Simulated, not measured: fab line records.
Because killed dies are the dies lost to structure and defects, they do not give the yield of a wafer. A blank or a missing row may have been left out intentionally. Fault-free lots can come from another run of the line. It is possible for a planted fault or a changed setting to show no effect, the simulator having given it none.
Comparing a struck lot with a sound one	flow n5_finfet	38 steps out of a route of 1938
Sound: wafers L886.1, L886.3, L886.6. Struck: wafer L891.2; the same lot's L891.4 was not struck, so it is left out; see the end for the cause.
Each step with rows lists, per side, the tool, then ch with its chambers, then its first start. Under that, the readings that differ: sound wafers	struck wafers	difference of the means	sigmas: that difference in standard deviations of wafers without a fault.
alike: readings whose means differ by less than 2 such deviations, and words and numbers that are the same on both sides. not compared: withheld readings, readings that some wafer has no value for, bounds like >300 that may hide the same value, and numbers for which the record gives no deviation and whose values overlap.
The two part at a step that has a row with sigmas, a row that says differs or no value, or rows on one side only. Non-overlapping numbers with no deviation appear without sigmas and do not part them. Lack of a reading on every wafer of one side parts them only where that side has two or more wafers.

first, 8 steps without rows for these wafers: N5_BEOL_M3_ANNEAL_51 (time 90 s); N5_BEOL_M3_CMP_52 (polishes, stops on SiOC, t overpolish 6.8 s, target thk 40 nm); N5_BEOL_M3_PRE_CLEAN_60 (time 15 s); N5_BEOL_M3_CO_CAP_55 (material Co, precursor CCTBA/H2, target thk 2 nm, time 102.1 s); N5_BEOL_M3_PRE_CLEAN_56 (time 15 s); N5_BEOL_M3_DEP_57 (deposits SiCN from 3MS/NH3, target thk 8 nm, time 14 s); N5_BEOL_M4_ILD_DEP_00 (deposits SiOC from DEMS/O2, target thk 79 nm, time 15.3 s); N5_BEOL_M4_PECVD_72 (deposits SiO2 from TEOS/O2, target thk 16 nm, time 18 s).
N5_BEOL_M4_HM_DEP_02: deposits TiN, target thk 20 nm.
  struck on pvd_sputter-01, day 12 20:13; sound on pvd_sputter-01, day 11 05:59
reading	sound	struck	difference	sigmas
throttle_valve_pct (%)	32.2 27.4 27.6	32.1	+3.0	+2
model.TiN_of_BEOL_M4_HM_DEP_02.thk_nm (nm)	19.6 19.6 19.4	28.4	+8.9	
then, 16 steps without rows for these wafers: N5_BEOL_M4_COAT_61 (time 60 s, resist thk 60 nm); N5_BEOL_M4_COAT_62 (time 60 s, resist thk 12 nm); N5_BEOL_M4_COAT_73 (time 60 s, resist thk 5 nm); N5_BEOL_M4_COAT_05 (resist thk 30 nm); N5_BEOL_M4_EBR_07; N5_BEOL_M4_SOFTBAKE_06 (time 60 s); N5_BEOL_M4_EXPOSE_08 (exposes mask M4); N5_BEOL_M4_PEB_09 (peb time 60 s); N5_BEOL_M4_DEVELOP_10 (develop time 30 s); N5_BEOL_M4_DESCUM_16 (chemistry O2, time 7 s); N5_BEOL_M4_ETCH_74 (etches underlayer in N2/H2, target depth 6.5 nm, time 5.2 s); N5_BEOL_M4_ETCH_63 (etches SiARC in CF4, target depth 15.6 nm, time 26 s); N5_BEOL_M4_ETCH_64 (etches SOC in N2/H2, target depth 75 nm, overetch 22.5 nm, time 121.9 s); N5_BEOL_M4_STRIP_65 (strips in N2/H2); N5_BEOL_M4_STRIP_75 (strips in N2/H2); N5_BEOL_M4_STRIP_66 (strips in CF4).
N5_BEOL_M4_HM_OPEN_17: chemistry Cl2/BCl3, target TiN, target depth 20 nm, overetch 6 nm.
  sound on rie_metal-01 ch 0,1, day 11 06:55; struck on rie_metal-03 ch 0, day 12 21:07
reading	sound	struck	difference	sigmas
drypump_motor_current_A (A)	6.3 6.6 6.3	5.4	-1.0	-2
model.etch.depth_nm (nm)	19.69 19.62 19.46	26.14	+6.55	
  alike: oes_product_au, throttle_valve_pct
  not compared: rf_hours_counter_h
then, 8 steps without rows for these wafers: N5_BEOL_M4_STRIP_19 (strips in O2); N5_BEOL_M4_COAT_67 (time 60 s, resist thk 60 nm); N5_BEOL_M4_COAT_68 (time 60 s, resist thk 12 nm); N5_BEOL_M4_COAT_76 (time 60 s, resist thk 5 nm); N5_BEOL_M4_COAT_22 (resist thk 30 nm); N5_BEOL_M4_EBR_24; N5_BEOL_M4_SOFTBAKE_23 (time 60 s); N5_BEOL_M4_EXPOSE_25 (exposes mask V3, defocus 5 nm).
N5_BEOL_M4_TRENCH_ETCH_37: etches SiOC in C4F6/O2, target depth 55.555 nm, time 29.2 s.
  sound: rie_diel-01 ch 0,2,3; struck: rie_diel-01 ch 0
reading	sound	struck	difference	sigmas
model.TiN_of_BEOL_M4_HM_DEP_02.thk_nm (nm)	17.4 17.2 17.2	26.2	+8.9	
  alike: drypump_motor_current_A, oes_product_au, rf_vpp_V, showerhead_plenum_p_Torr, throttle_valve_pct
  not compared: rf_hours_counter_h
N5_BEOL_M4_OCD_MEAS_38:
  struck on ocd-01, day 13 06:01; sound on ocd-01, day 11 13:19
reading	sound	struck	difference	sigmas
trench_depth_nm (nm)	54.6 56.2 55.4	32.7	-22.7	-17
N5_BEOL_M4_RC_MEAS_101:
  sound on prober-01 ch 0, day 11 17:16; struck on prober-02 ch 0, day 13 10:33
reading	sound	struck	difference	sigmas
DIBL_P (mV/V)	35.5 39.3 39.2	33.8	-4.2	-2
VT_N (mV)	249 244 248	254	+7	+2
  alike: DIBL_N, IOFF_N, IOFF_P, ION_N, ION_P, SS_N, SS_P, VT_P
  not compared: CHAIN_V3_max_site, SERP_M4_max_site
-- record jumps: 4 days separate the struck wafers' starts on either side; left off in module BEOL_M4, taken up again in module PASSIVATION, whose first shown step is the route's number 1936 --
N5_PASSIVATION_PROBE_49:
  record: rows for the struck wafers here (prober-01, day 17 08:40), none for the sound ones

== WHERE THEY PART ==
At N5_BEOL_M4_HM_DEP_02 first; at N5_PASSIVATION_PROBE_49 last (within this record only).

WHY: the cause the simulator had injected
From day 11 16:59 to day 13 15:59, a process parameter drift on pvd_sputter-01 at N5_BEOL_M4_HM_DEP_02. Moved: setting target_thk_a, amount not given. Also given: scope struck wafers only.
